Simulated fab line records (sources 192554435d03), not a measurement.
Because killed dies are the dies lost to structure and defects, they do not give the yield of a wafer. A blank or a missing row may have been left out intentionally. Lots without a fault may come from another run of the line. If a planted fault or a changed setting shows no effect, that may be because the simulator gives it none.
Chamber matching | flow n5Finfet | 4 sister chambers for N5_ILD0_LINER_00 on aldSin-01
The step material SiNx, target thk 4 nm, pulse time 1 s, purge time 2 s. 8 wafers are shown with their chamber, then 8 later ones without.

WAFERS WITH THEIR CHAMBER
wafer  | chamber | heaterPowerW (W) | precursorPulseHeightRel
L083.2 | 1       | 837              | 0.967
L083.4 | 2       | 969              | 1.003
L084.5 | 0       | 701              | 1.006
L084.6 | 3       | 823              | 0.996
L086.1 | 0       | 712              | 1.031
L086.2 | 1       | 884              | 0.998
L086.3 | 2       | 989              | 0.973
L086.4 | 3       | 854              | 0.997

WAFERS WITH NO CHAMBER GIVEN
wafer  | heaterPowerW (W) | precursorPulseHeightRel
L086.5 | 961              | 0.982
L086.6 | 854              | 0.993
L093.1 | 706              | 1.027
L093.2 | 883              | 0.990
L093.3 | 964              | 1.005
L093.4 | 852              | 1.002
L093.5 | 955              | 0.983
L093.6 | 697              | 0.983

WHICH CHAMBER EACH ONE RAN IN
wafer  | from the rows above     | in truth
L086.5 | 2                       | 2
L086.6 | can't be placed: 1 or 3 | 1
L093.1 | 0                       | 0
L093.2 | can't be placed: 1 or 3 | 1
L093.3 | 2                       | 2
L093.4 | can't be placed: 3 or 1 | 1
L093.5 | 2                       | 2
L093.6 | 0                       | 0
5 of 8 placed correctly. From these rows, 3 cannot be placed; in 3 the true chamber is one of the candidates. Wrongly placed: 0.
How it was worked out, from the rows above alone: a wafer's distance from a chamber is the root of the sum, over the readings, of the square of ((its reading less the chamber's mean) divided by the reading's scatter). The wafer belongs to the nearest chamber; if the next one is less than 2 further off, it can't be placed. For every chamber, the mean is computed from those of its wafers that are shown. The scatter is the square root of a quotient: the sum, over the shown wafers, of each reading's squared deviation from its chamber's mean, divided by wafers minus chambers.
